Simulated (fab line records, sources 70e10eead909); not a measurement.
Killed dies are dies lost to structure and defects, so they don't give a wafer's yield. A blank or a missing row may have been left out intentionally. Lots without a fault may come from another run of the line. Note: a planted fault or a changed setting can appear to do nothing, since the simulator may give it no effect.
fab line records / flow nand-harc
[record] lots = 6 wafers = 18 last-day = 32
route steps=1302 shown A_DECK1_JOINT@535 A_ONON_D2@545 END@1302
lots untouched by any fault: they come from a run of this same line in which no faults occurred
start-h: hours from the record's first day to the start of the lot's first wafer shown / wait-h: hours elapsed since this lot's preceding step / " same as the row above / L1.1+2: several wafers, shown together as one row / - no value, or no start was given / * or withheld: withheld / < > ~ a bound
route shown NAME@n: a module of which the file shows steps, and the number in the route of the first / usual: mean and standard deviation over wafers with no fault / same: alike in all rows / chamber/n: place in a boat / sites: readings site by site / _std_site: standard deviation of those values / _edge_site: mean of outer sites minus mean of inner sites / radius-mm: how far each site lies from the wafer's centre / mask NAME#n: copy n / behind: tool/chamber where the wafer was last shaped / hold: the reason the lot was held/the length of the hold in hours/how it ended / device: the n, p or np transistor that did not switch / end of line: the tests these same wafers got at the end of their route / step lacking rows: just its recipe / killed: at the first sort, the dies lost to defects and structure; wafer yield is something else / map: a wafer's dies, marking killed ones x, the rest . and places with no die _
set.NAME: the setting that was run; set.NAME@STEP: the one run at that earlier step / model.NAME: the simulator's own value behind a step, which no gauge read
certain route steps with their lots: each step a table, each wafer a row
services: when a tool's chamber went out of use (start-h, in hours from the record's first day, below 0 if earlier), for how many hours, and the reason
[[steps]]
[step NHARC_A_DECK1_JOINT_CURE_26]
[recipe] temp-c = 150 time-s = 32 pressure-atm = 0.395
[step NHARC_A_DECK1_JOINT_ANNEAL_27]
[recipe] temp-c = 400 time-s = 3600 idle-temp-c = 300 ramp-up-c-per-min = 10 densification-p-h2o-torr = 640
[step NHARC_A_DECK1_JOINT_ANNEAL_28]
[recipe] temp-c = 500 time-s = 1800 idle-temp-c = 400 ramp-up-c-per-min = 10 densification-p-h2o-torr = 640
[step NHARC_A_DECK1_JOINT_ANNEAL_29]
[recipe] temp-c = 750 time-s = 1800 idle-temp-c = 500 ramp-up-c-per-min = 10 ramp-down-c-per-min = 3
[step NHARC_A_DECK1_JOINT_CMP_02]
[recipe] material = SiOx
[usual] motor-current-A = 11.9/1.1
lot.wafer=L146.1 tool=cmp-03 chamber=1 start-h=324.93 wait-h=0.4 motor-current-A=10.0
lot.wafer=L146.3 tool=cmp-03 chamber=2 start-h=324.93 wait-h=0.4 motor-current-A=13.1
lot.wafer=L146.5 tool=cmp-03 chamber=1 start-h=324.93 wait-h=0.4 motor-current-A=10.8
lot.wafer=L147.1 tool=cmp-02 chamber=3 start-h=324.93 wait-h=0.4 motor-current-A=14.3
lot.wafer=L147.2 tool=cmp-02 chamber=0 start-h=324.93 wait-h=0.4 motor-current-A=13.4
lot.wafer=L147.4 tool=cmp-02 chamber=1 start-h=324.93 wait-h=0.4 motor-current-A=11.9
lot.wafer=L156.2 tool=cmp-04 chamber=2 start-h=419.72 wait-h=0.4 motor-current-A=12.6
lot.wafer=L156.1 tool=cmp-04 chamber=3 start-h=419.72 wait-h=0.4 motor-current-A=10.5
lot.wafer=L156.6 tool=cmp-04 chamber=2 start-h=419.72 wait-h=0.4 motor-current-A=12.5
lot.wafer=L157.4 tool=cmp-04 chamber=0 start-h=440.48 wait-h=0.4 motor-current-A=12.0
lot.wafer=L157.2 tool=cmp-04 chamber=2 start-h=440.48 wait-h=0.4 motor-current-A=12.3
lot.wafer=L157.3 tool=cmp-04 chamber=3 start-h=440.48 wait-h=0.4 motor-current-A=10.7
lot.wafer=L161.3 tool=cmp-04 chamber=3 start-h=475.40 wait-h=0.4 motor-current-A=10.0
lot.wafer=L161.1 tool=cmp-04 chamber=1 start-h=475.40 wait-h=0.4 motor-current-A=10.9
lot.wafer=L161.4 tool=cmp-04 chamber=2 start-h=475.40 wait-h=0.4 motor-current-A=11.8
lot.wafer=L162.1 tool=cmp-02 chamber=2 start-h=483.82 wait-h=0.4 motor-current-A=11.9
lot.wafer=L162.4 tool=cmp-02 chamber=0 start-h=483.82 wait-h=0.4 motor-current-A=13.2
lot.wafer=L162.2 tool=cmp-02 chamber=1 start-h=483.82 wait-h=0.4 motor-current-A=11.4
[step NHARC_A_DECK1_JOINT_SRD_15]
[step NHARC_A_DECK1_JOINT_DEP_16]
[recipe] target-thk-a = 450 temp-c = 400 pressure-torr = 6.5 rf-w = 900 teos-flow-sccm = 161.4 flow-sccm = 2650 target-thk-nm = 45 gas = O2 material = SiO2
[usual] heater-power-w = 516/63 mfc-precursor-sccm = 161.4/0.49 throttle-valve-pct = 16.1/0.51
lot.wafer=L146.1 tool=pecvd-01 chamber=2 start-h=325.30 wait-h=0.1 heater-power-w=594 mfc-precursor-sccm=161.7 throttle-valve-pct=16.0
lot.wafer=L146.3 tool=pecvd-01 chamber=0 start-h=325.30 wait-h=0.1 heater-power-w=539 mfc-precursor-sccm=161.4 throttle-valve-pct=15.8
lot.wafer=L146.5 tool=pecvd-01 chamber=0 start-h=325.30 wait-h=0.1 heater-power-w=538 mfc-precursor-sccm=162.9 throttle-valve-pct=15.7
lot.wafer=L147.1 tool=pecvd-03 chamber=0 start-h=325.33 wait-h=0.1 heater-power-w=556 mfc-precursor-sccm=161.4 throttle-valve-pct=16.2
lot.wafer=L147.2 tool=pecvd-03 chamber=1 start-h=325.33 wait-h=0.1 heater-power-w=492 mfc-precursor-sccm=162.0 throttle-valve-pct=15.3
lot.wafer=L147.4 tool=pecvd-03 chamber=2 start-h=325.33 wait-h=0.1 heater-power-w=469 mfc-precursor-sccm=161.7 throttle-valve-pct=15.6
lot.wafer=L156.2 tool=pecvd-03 chamber=1 start-h=420.29 wait-h=0.3 heater-power-w=478 mfc-precursor-sccm=161.6 throttle-valve-pct=14.8
lot.wafer=L156.1 tool=pecvd-03 chamber=2 start-h=420.29 wait-h=0.3 heater-power-w=534 mfc-precursor-sccm=161.7 throttle-valve-pct=15.3
lot.wafer=L156.6 tool=pecvd-03 chamber=1 start-h=420.29 wait-h=0.3 heater-power-w=481 mfc-precursor-sccm=161.5 throttle-valve-pct=15.1
lot.wafer=L157.2 tool=pecvd-01 chamber=2 start-h=441.05 wait-h=0.3 heater-power-w=606 mfc-precursor-sccm=161.5 throttle-valve-pct=16.3
lot.wafer=L157.3 tool=pecvd-01 chamber=0 start-h=441.05 wait-h=0.3 heater-power-w=607 mfc-precursor-sccm=161.7 throttle-valve-pct=15.9
lot.wafer=L157.4 tool=pecvd-01 chamber=1 start-h=441.05 wait-h=0.3 heater-power-w=568 mfc-precursor-sccm=162.0 throttle-valve-pct=16.9
lot.wafer=L161.1 tool=pecvd-02 chamber=0 start-h=475.84 wait-h=0.1 heater-power-w=412 mfc-precursor-sccm=161.6 throttle-valve-pct=16.1
lot.wafer=L161.3 tool=pecvd-02 chamber=1 start-h=475.84 wait-h=0.1 heater-power-w=417 mfc-precursor-sccm=160.9 throttle-valve-pct=16.0
lot.wafer=L161.4 tool=pecvd-02 chamber=1 start-h=475.84 wait-h=0.1 heater-power-w=420 mfc-precursor-sccm=160.8 throttle-valve-pct=15.8
lot.wafer=L162.2 tool=pecvd-03 chamber=1 start-h=484.21 wait-h=0.1 heater-power-w=499 mfc-precursor-sccm=161.4 throttle-valve-pct=15.1
lot.wafer=L162.1 tool=pecvd-03 chamber=2 start-h=484.21 wait-h=0.1 heater-power-w=479 mfc-precursor-sccm=162.0 throttle-valve-pct=15.8
lot.wafer=L162.4 tool=pecvd-03 chamber=2 start-h=484.21 wait-h=0.1 heater-power-w=463 mfc-precursor-sccm=161.6 throttle-valve-pct=15.7
[step NHARC_A_DECK1_JOINT_THK_MEAS_17]
[recipe] thk-meas-gauge = ellipsometry
[usual] thk-nm = 45.0/1.1
lot.wafer=L146.1 tool=film-metro-01 chamber=- start-h=325.58 wait-h=0.3 thk-nm=45.3
lot.wafer=L146.3 tool=film-metro-01 chamber=- start-h=325.58 wait-h=0.3 thk-nm=44.9
lot.wafer=L146.5 tool=film-metro-01 chamber=- start-h=325.58 wait-h=0.3 thk-nm=45.0
lot.wafer=L147.1 tool=film-metro-02 chamber=- start-h=325.60 wait-h=0.2 thk-nm=45.5
lot.wafer=L147.2 tool=film-metro-02 chamber=- start-h=325.60 wait-h=0.2 thk-nm=44.0
lot.wafer=L147.4 tool=film-metro-02 chamber=- start-h=325.60 wait-h=0.2 thk-nm=45.1
lot.wafer=L156.1 tool=film-metro-01 chamber=- start-h=420.54 wait-h=0.2 thk-nm=45.8
lot.wafer=L156.2 tool=film-metro-01 chamber=- start-h=420.54 wait-h=0.2 thk-nm=44.4
lot.wafer=L156.6 tool=film-metro-01 chamber=- start-h=420.54 wait-h=0.2 thk-nm=45.9
lot.wafer=L157.2 tool=film-metro-01 chamber=- start-h=441.30 wait-h=0.2 thk-nm=42.1
lot.wafer=L157.3 tool=film-metro-01 chamber=- start-h=441.30 wait-h=0.2 thk-nm=44.6
lot.wafer=L157.4 tool=film-metro-01 chamber=- start-h=441.30 wait-h=0.2 thk-nm=45.7
lot.wafer=L161.1 tool=film-metro-01 chamber=- start-h=476.10 wait-h=0.2 thk-nm=45.4
lot.wafer=L161.3 tool=film-metro-01 chamber=- start-h=476.10 wait-h=0.2 thk-nm=44.0
lot.wafer=L161.4 tool=film-metro-01 chamber=- start-h=476.10 wait-h=0.2 thk-nm=47.4
lot.wafer=L162.1 tool=film-metro-02 chamber=- start-h=484.49 wait-h=0.2 thk-nm=45.4
lot.wafer=L162.2 tool=film-metro-02 chamber=- start-h=484.49 wait-h=0.2 thk-nm=45.8
lot.wafer=L162.4 tool=film-metro-02 chamber=- start-h=484.49 wait-h=0.2 thk-nm=43.9
[step NHARC_A_DECK1_JOINT_INSPECT_05]
[usual] raw-defect-count = 333/130
lot.wafer=L146.1 tool=defect-inspect-01 chamber=- start-h=325.61 wait-h=0.0 raw-defect-count=354
lot.wafer=L146.3 tool=defect-inspect-01 chamber=- start-h=325.61 wait-h=0.0 raw-defect-count=384
lot.wafer=L146.5 tool=defect-inspect-01 chamber=- start-h=325.61 wait-h=0.0 raw-defect-count=493
lot.wafer=L147.1 tool=defect-inspect-01 chamber=- start-h=325.64 wait-h=0.0 raw-defect-count=231
lot.wafer=L147.2 tool=defect-inspect-01 chamber=- start-h=325.64 wait-h=0.0 raw-defect-count=223
lot.wafer=L147.4 tool=defect-inspect-01 chamber=- start-h=325.64 wait-h=0.0 raw-defect-count=238
lot.wafer=L156.1 tool=defect-inspect-02 chamber=- start-h=420.57 wait-h=0.0 raw-defect-count=336
lot.wafer=L156.2 tool=defect-inspect-02 chamber=- start-h=420.57 wait-h=0.0 raw-defect-count=221
lot.wafer=L156.6 tool=defect-inspect-02 chamber=- start-h=420.57 wait-h=0.0 raw-defect-count=400
lot.wafer=L157.2 tool=defect-inspect-01 chamber=- start-h=441.34 wait-h=0.0 raw-defect-count=366
lot.wafer=L157.3 tool=defect-inspect-01 chamber=- start-h=441.34 wait-h=0.0 raw-defect-count=457
lot.wafer=L157.4 tool=defect-inspect-01 chamber=- start-h=441.34 wait-h=0.0 raw-defect-count=253
lot.wafer=L161.1 tool=defect-inspect-01 chamber=- start-h=476.13 wait-h=0.0 raw-defect-count=231
lot.wafer=L161.3 tool=defect-inspect-01 chamber=- start-h=476.13 wait-h=0.0 raw-defect-count=409
lot.wafer=L161.4 tool=defect-inspect-01 chamber=- start-h=476.13 wait-h=0.0 raw-defect-count=378
lot.wafer=L162.1 tool=defect-inspect-01 chamber=- start-h=484.52 wait-h=0.0 raw-defect-count=384
lot.wafer=L162.2 tool=defect-inspect-01 chamber=- start-h=484.52 wait-h=0.0 raw-defect-count=366
lot.wafer=L162.4 tool=defect-inspect-01 chamber=- start-h=484.52 wait-h=0.0 raw-defect-count=244
[step NHARC_A_ONON_D2_DEP_00]
[recipe] target-thk-a = 10000 n2-flow-sccm = 2750 n2o-flow-sccm = 2000 nh3-flow-sccm = 500 sih4-flow-sccm = 210 temp-c = 400
[step NHARC_A_ONON_D2_THK_MEAS_02]
[recipe] thk-meas-gauge = ellipsometry
[usual] thk-nm = 999/9.3
lot.wafer=L146.1 tool=film-metro-02 chamber=- start-h=326.19 wait-h=- thk-nm=1003
lot.wafer=L146.3 tool=film-metro-02 chamber=- start-h=326.19 wait-h=- thk-nm=1003
lot.wafer=L146.5 tool=film-metro-02 chamber=- start-h=326.19 wait-h=- thk-nm=1003
lot.wafer=L147.1 tool=film-metro-01 chamber=- start-h=326.22 wait-h=- thk-nm=1003
lot.wafer=L147.2 tool=film-metro-01 chamber=- start-h=326.22 wait-h=- thk-nm=1005
lot.wafer=L147.4 tool=film-metro-01 chamber=- start-h=326.22 wait-h=- thk-nm=1003
lot.wafer=L156.1 tool=film-metro-01 chamber=- start-h=421.15 wait-h=- thk-nm=998
lot.wafer=L156.2 tool=film-metro-01 chamber=- start-h=421.15 wait-h=- thk-nm=997
lot.wafer=L156.6 tool=film-metro-01 chamber=- start-h=421.15 wait-h=- thk-nm=998
lot.wafer=L157.2 tool=film-metro-02 chamber=- start-h=441.92 wait-h=- thk-nm=995
lot.wafer=L157.3 tool=film-metro-02 chamber=- start-h=441.92 wait-h=- thk-nm=994
lot.wafer=L157.4 tool=film-metro-02 chamber=- start-h=441.92 wait-h=- thk-nm=995
lot.wafer=L161.1 tool=film-metro-01 chamber=- start-h=476.73 wait-h=- thk-nm=1005
lot.wafer=L161.3 tool=film-metro-01 chamber=- start-h=476.73 wait-h=- thk-nm=1003
lot.wafer=L161.4 tool=film-metro-01 chamber=- start-h=476.73 wait-h=- thk-nm=1004
lot.wafer=L162.1 tool=film-metro-02 chamber=- start-h=485.09 wait-h=- thk-nm=1010
lot.wafer=L162.2 tool=film-metro-02 chamber=- start-h=485.09 wait-h=- thk-nm=1009
lot.wafer=L162.4 tool=film-metro-02 chamber=- start-h=485.09 wait-h=- thk-nm=1007
[step NHARC_A_ONON_D2_DEP_03]
[recipe] target-thk-a = 10000 n2-flow-sccm = 2750 n2o-flow-sccm = 2000 nh3-flow-sccm = 500 sih4-flow-sccm = 210 temp-c = 400
lot.wafer=L146.1+3+5 tool=pecvd-onon-04 chamber=0 start-h=326.24 wait-h=0.1
lot.wafer=L147.1+2+4 tool=pecvd-onon-02 chamber=0 start-h=326.27 wait-h=0.1
lot.wafer=L156.1+2+6 tool=pecvd-onon-02 chamber=0 start-h=421.20 wait-h=0.1
lot.wafer=L157.2+3+4 tool=pecvd-onon-02 chamber=0 start-h=442.03 wait-h=0.1
lot.wafer=L161.1+3+4 tool=pecvd-onon-01 chamber=0 start-h=476.79 wait-h=0.1
lot.wafer=L162.1+2+4 tool=pecvd-onon-01 chamber=0 start-h=485.15 wait-h=0.1
[step NHARC_A_ONON_D2_THK_MEAS_05]
[recipe] thk-meas-gauge = ellipsometry
[usual] thk-nm = 996/8.7
lot.wafer=L146.1 tool=film-metro-01 chamber=- start-h=326.75 wait-h=- thk-nm=1005
lot.wafer=L146.3 tool=film-metro-01 chamber=- start-h=326.75 wait-h=- thk-nm=1004
lot.wafer=L146.5 tool=film-metro-01 chamber=- start-h=326.75 wait-h=- thk-nm=1003
lot.wafer=L147.1 tool=film-metro-02 chamber=- start-h=326.78 wait-h=- thk-nm=1009
lot.wafer=L147.2 tool=film-metro-02 chamber=- start-h=326.78 wait-h=- thk-nm=1009
lot.wafer=L147.4 tool=film-metro-02 chamber=- start-h=326.78 wait-h=- thk-nm=1008
lot.wafer=L156.1 tool=film-metro-02 chamber=- start-h=421.72 wait-h=- thk-nm=1574
lot.wafer=L156.2 tool=film-metro-02 chamber=- start-h=421.72 wait-h=- thk-nm=1574
lot.wafer=L156.6 tool=film-metro-02 chamber=- start-h=421.72 wait-h=- thk-nm=1575
lot.wafer=L157.2 tool=film-metro-01 chamber=- start-h=442.48 wait-h=- thk-nm=1581
lot.wafer=L157.3 tool=film-metro-01 chamber=- start-h=442.48 wait-h=- thk-nm=1582
lot.wafer=L157.4 tool=film-metro-01 chamber=- start-h=442.48 wait-h=- thk-nm=1583
lot.wafer=L161.1 tool=film-metro-02 chamber=- start-h=477.30 wait-h=- thk-nm=978
lot.wafer=L161.3 tool=film-metro-02 chamber=- start-h=477.30 wait-h=- thk-nm=978
lot.wafer=L161.4 tool=film-metro-02 chamber=- start-h=477.30 wait-h=- thk-nm=979
lot.wafer=L162.1 tool=film-metro-02 chamber=- start-h=485.66 wait-h=- thk-nm=992
lot.wafer=L162.2 tool=film-metro-02 chamber=- start-h=485.66 wait-h=- thk-nm=994
lot.wafer=L162.4 tool=film-metro-02 chamber=- start-h=485.66 wait-h=- thk-nm=993
[step NHARC_A_ONON_D2_DEP_06]
[recipe] target-thk-a = 10000 n2-flow-sccm = 2750 n2o-flow-sccm = 2000 nh3-flow-sccm = 500 sih4-flow-sccm = 210 temp-c = 400
[step NHARC_END_SORT_01]
[recipe] temp-c = 25
[usual] killed-at-array = 49/18 killed-at-other = 0.7/1.1 killed-at-periphery = 4.0/2.6 killed-dies = 54/19 killed-open = 3.4/1.7 killed-short = 2.5/1.7
[same] gross-dies = 677
lot.wafer=L146.1 tool=prober-01 chamber=0 start-h=602.67 wait-h=2.5 killed-at-array=44 killed-at-other=3 killed-at-periphery=2 killed-dies=49 killed-open=6 killed-short=2
lot.wafer=L146.3 tool=prober-01 chamber=0 start-h=604.26 wait-h=3.1 killed-at-array=28 killed-at-other=1 killed-at-periphery=4 killed-dies=33 killed-open=4 killed-short=0
lot.wafer=L146.5 tool=prober-01 chamber=0 start-h=605.86 wait-h=3.7 killed-at-array=56 killed-at-other=4 killed-at-periphery=1 killed-dies=61 killed-open=2 killed-short=2
lot.wafer=L156.1 tool=prober-02 chamber=0 start-h=692.44 wait-h=2.5 killed-at-array=675 killed-at-other=1 killed-at-periphery=1 killed-dies=677 killed-open=6 killed-short=3
lot.wafer=L156.2 tool=prober-02 chamber=0 start-h=693.24 wait-h=2.8 killed-at-array=673 killed-at-other=1 killed-at-periphery=3 killed-dies=677 killed-open=5 killed-short=0
lot.wafer=L156.6 tool=prober-02 chamber=0 start-h=696.43 wait-h=4.0 killed-at-array=674 killed-at-other=0 killed-at-periphery=3 killed-dies=677 killed-open=3 killed-short=1
lot.wafer=L157.2 tool=prober-02 chamber=0 start-h=735.88 wait-h=2.8 killed-at-array=670 killed-at-other=1 killed-at-periphery=6 killed-dies=677 killed-open=4 killed-short=0
lot.wafer=L157.3 tool=prober-02 chamber=0 start-h=736.69 wait-h=3.2 killed-at-array=671 killed-at-other=1 killed-at-periphery=5 killed-dies=677 killed-open=0 killed-short=3
lot.wafer=L157.4 tool=prober-02 chamber=0 start-h=737.51 wait-h=3.5 killed-at-array=668 killed-at-other=1 killed-at-periphery=8 killed-dies=677 killed-open=4 killed-short=5
// killed by level:class
L146.1 A_CHANNEL_HOLE_D2:chamber-film-flake=26 A_SGD_CUT:chamber-film-flake=3 A_CONTACT:chamber-film-flake=3 THIN_TSV:chamber-film-flake=3 A_CHANNEL_FILL_D2:geometric-particle:open=2 A_CHANNEL_HOLE_D1:chamber-film-flake=2 A_DECK1_JOINT:chamber-film-flake=2 P_CONTACT:geometric-particle:short=1
L146.3 A_CHANNEL_HOLE_D2:chamber-film-flake=15 A_CHANNEL_HOLE_D1:chamber-film-flake=4 A_SGD_CUT:chamber-film-flake=4 P_M1:chamber-film-flake=2 P_CONTACT:geometric-particle:open=1 P_M0:geometric-particle:open=1 A_ONON_D2:geometric-particle:open=1 A_CHANNEL_FILL_D2:geometric-particle:open=1
L146.5 A_CHANNEL_HOLE_D2:chamber-film-flake=32 A_SGD_CUT:chamber-film-flake=7 A_CHANNEL_HOLE_D1:chamber-film-flake=5 A_CONTACT:chamber-film-flake=4 THIN_TSV:chamber-film-flake=4 A_STAIRCASE:chamber-film-flake=2 P_GATE:geometric-particle:open=1 A_ONON_D1:geometric-particle:short=1
L156.1 A_ONON_D2:area-dep=625 A_SLIT:chamber-film-flake=24 A_CONTACT:chamber-film-flake=7 A_CHANNEL_HOLE_D1:chamber-film-flake=4 A_WL_FILL:geometric-particle:short=2 A_M0:geometric-particle:open=2 A_DECK1_JOINT:chamber-film-flake=2 A_STAIRCASE:chamber-film-flake=2
L156.2 A_ONON_D2:area-dep=629 A_SLIT:chamber-film-flake=24 A_CHANNEL_HOLE_D1:chamber-film-flake=6 A_CONTACT:chamber-film-flake=5 A_ZERO_WELL:chamber-film-flake=2 A_STAIRCASE:chamber-film-flake=2 P_CONTACT:geometric-particle:open=1 A_CHANNEL_FILL_D1:geometric-particle:open=1
L156.6 A_ONON_D2:area-dep=625 A_SLIT:chamber-film-flake=31 A_CONTACT:chamber-film-flake=7 A_CHANNEL_HOLE_D1:chamber-film-flake=5 A_STAIRCASE:chamber-film-flake=3 P_GATE:geometric-particle:short=1 P_GATE:geometric-particle:open=1 A_CHANNEL_FILL_D1:geometric-particle:open=1
L157.2 A_ONON_D2:area-dep=638 A_CHANNEL_HOLE_D1:chamber-film-flake=11 A_SLIT:chamber-film-flake=9 A_CONTACT:chamber-film-flake=5 A_WL_FILL:chamber-film-flake=3 P_STI:chamber-film-flake=2 P_GATE:chamber-film-flake=2 P_M1:geometric-particle:open=1
L157.3 A_ONON_D2:area-dep=637 A_CONTACT:chamber-film-flake=12 A_CHANNEL_HOLE_D1:chamber-film-flake=10 A_SLIT:chamber-film-flake=4 P_ZERO_WELL:chamber-film-flake=3 A_STAIRCASE:chamber-film-flake=2 A_CHANNEL_FILL_D1:geometric-particle:short=1 A_SGD_CUT:geometric-particle:short=1
L157.4 A_ONON_D2:area-dep=645 A_CHANNEL_HOLE_D1:chamber-film-flake=10 P_STI:chamber-film-flake=3 A_CONTACT:chamber-film-flake=3 P_ZERO_WELL:chamber-film-flake=2 A_STAIRCASE:chamber-film-flake=2 A_SLIT:chamber-film-flake=2 P_GATE:geometric-particle:short=1
// map L156.1 (x killed, . not)
____________x____________
_________xxxxxxx_________
_______xxxxxxxxxxx_______
______xxxxxxxxxxxxx______
_____xxxxxxxxxxxxxxx_____
____xxxxxxxxxxxxxxxxx____
____xxxxxxxxxxxxxxxxx____
___xxxxxxxxxxxxxxxxxxx___
___xxxxxxxxxxxxxxxxxxx___
__xxxxxxxxxxxxxxxxxxxxx__
__xxxxxxxxxxxxxxxxxxxxx__
_xxxxxxxxxxxxxxxxxxxxxxx_
_xxxxxxxxxxxxxxxxxxxxxxx_
_xxxxxxxxxxxxxxxxxxxxxxx_
_xxxxxxxxxxxxxxxxxxxxxxx_
_xxxxxxxxxxxxxxxxxxxxxxx_
xxxxxxxxxxxxxxxxxxxxxxxxx
xxxxxxxxxxxxxxxxxxxxxxxxx
xxxxxxxxxxxxxxxxxxxxxxxxx
xxxxxxxxxxxxxxxxxxxxxxxxx
xxxxxxxxxxxxxxxxxxxxxxxxx
_xxxxxxxxxxxxxxxxxxxxxxx_
_xxxxxxxxxxxxxxxxxxxxxxx_
_xxxxxxxxxxxxxxxxxxxxxxx_
_xxxxxxxxxxxxxxxxxxxxxxx_
_xxxxxxxxxxxxxxxxxxxxxxx_
__xxxxxxxxxxxxxxxxxxxxx__
__xxxxxxxxxxxxxxxxxxxxx__
___xxxxxxxxxxxxxxxxxxx___
___xxxxxxxxxxxxxxxxxxx___
____xxxxxxxxxxxxxxxxx____
____xxxxxxxxxxxxxxxxx____
_____xxxxxxxxxxxxxxx_____
______xxxxxxxxxxxxx______
_______xxxxxxxxxxx_______
_________xxxxxxx_________
____________x____________
// map L157.2 (x killed, . not)
____________x____________
_________xxxxxxx_________
_______xxxxxxxxxxx_______
______xxxxxxxxxxxxx______
_____xxxxxxxxxxxxxxx_____
____xxxxxxxxxxxxxxxxx____
____xxxxxxxxxxxxxxxxx____
___xxxxxxxxxxxxxxxxxxx___
___xxxxxxxxxxxxxxxxxxx___
__xxxxxxxxxxxxxxxxxxxxx__
__xxxxxxxxxxxxxxxxxxxxx__
_xxxxxxxxxxxxxxxxxxxxxxx_
_xxxxxxxxxxxxxxxxxxxxxxx_
_xxxxxxxxxxxxxxxxxxxxxxx_
_xxxxxxxxxxxxxxxxxxxxxxx_
_xxxxxxxxxxxxxxxxxxxxxxx_
xxxxxxxxxxxxxxxxxxxxxxxxx
xxxxxxxxxxxxxxxxxxxxxxxxx
xxxxxxxxxxxxxxxxxxxxxxxxx
xxxxxxxxxxxxxxxxxxxxxxxxx
xxxxxxxxxxxxxxxxxxxxxxxxx
_xxxxxxxxxxxxxxxxxxxxxxx_
_xxxxxxxxxxxxxxxxxxxxxxx_
_xxxxxxxxxxxxxxxxxxxxxxx_
_xxxxxxxxxxxxxxxxxxxxxxx_
_xxxxxxxxxxxxxxxxxxxxxxx_
__xxxxxxxxxxxxxxxxxxxxx__
__xxxxxxxxxxxxxxxxxxxxx__
___xxxxxxxxxxxxxxxxxxx___
___xxxxxxxxxxxxxxxxxxx___
____xxxxxxxxxxxxxxxxx____
____xxxxxxxxxxxxxxxxx____
_____xxxxxxxxxxxxxxx_____
______xxxxxxxxxxxxx______
_______xxxxxxxxxxx_______
_________xxxxxxx_________
____________x____________
[[services]]
tool=cmp-04 chamber=- start-h=307.00 hours=4.0 kind=pm
tool=cmp-04 chamber=- start-h=311.00 hours=- kind=consumable-replace:conditioner
tool=cmp-04 chamber=- start-h=311.00 hours=- kind=consumable-replace:pad
tool=pecvd-01 chamber=- start-h=311.00 hours=13.0 kind=pm
tool=cmp-02 chamber=- start-h=311.35 hours=2.1 kind=repair
tool=pecvd-onon-04 chamber=- start-h=313.09 hours=13.0 kind=pm
tool=pecvd-02 chamber=2 start-h=324.58 hours=11.8 kind=repair
tool=cmp-02 chamber=- start-h=330.72 hours=4.0 kind=pm
tool=pecvd-03 chamber=2 start-h=337.48 hours=3.6 kind=repair
tool=cmp-04 chamber=- start-h=337.87 hours=3.2 kind=repair
tool=cmp-02 chamber=- start-h=341.59 hours=5.8 kind=repair
tool=pecvd-onon-01 chamber=- start-h=350.21 hours=2.7 kind=repair
tool=cmp-03 chamber=- start-h=358.00 hours=4.0 kind=pm
tool=pecvd-03 chamber=- start-h=366.09 hours=13.0 kind=pm
tool=pecvd-03 chamber=0 start-h=366.09 hours=13.0 kind=vent-cycle
tool=pecvd-03 chamber=1 start-h=366.09 hours=13.0 kind=vent-cycle
tool=pecvd-onon-02 chamber=- start-h=366.54 hours=13.0 kind=pm
tool=cmp-04 chamber=- start-h=405.00 hours=4.0 kind=pm
tool=pecvd-02 chamber=- start-h=409.82 hours=13.0 kind=pm
tool=cmp-03 chamber=- start-h=415.02 hours=0.7 kind=repair
tool=cmp-02 chamber=- start-h=428.72 hours=4.0 kind=pm
tool=pecvd-onon-01 chamber=- start-h=450.21 hours=13.0 kind=pm
tool=cmp-03 chamber=- start-h=456.00 hours=4.0 kind=pm
tool=cmp-02 chamber=- start-h=457.64 hours=0.5 kind=repair
[[key]]
[first-sign] step = NHARC_A_ONON_D2_THK_MEAS_05 reading = thk-nm direction = up sigmas = 67 usual = 996 struck = 1578
[effect] step = NHARC_END_SORT_01 reading = killed-at-array direction = up sigmas = 34 usual = 49 struck = 672
[more-kills-born-at] NHARC_A_ONON_D2_DEP_03@pecvd-onon-02 = 3799
met-at NHARC_A_ONON_D2_DEP_03
struck-wafers L156.1,L156.2,L156.6,L157.2,L157.3,L157.4
later-rows-left-out L156.1,L156.2,L156.6,L157.2,L157.3,L157.4
tester-left-out L156,L157
onset-between 326.27 421.20
[fault] kind = process-parameter-drift tool = pecvd-onon-02 chamber = - onset-h = 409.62 steps = NHARC_A_ONON_D2_DEP_03 channel = target-thk-a offset = * shape = step end-h = 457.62 acts-in = * stated = *
// tester-left-out: of these lots the tester's yield and bins aren't shown, on N5 and GAA mostly nor the transistor test; their killed dies are dies lost to structure and defects alone, not to doping, threshold or leakage, so they don't give the yield
// later-rows-left-out: the simulator's readings of these wafers behind a module that went badly wrong aren't trusted and aren't shown, but for the sort
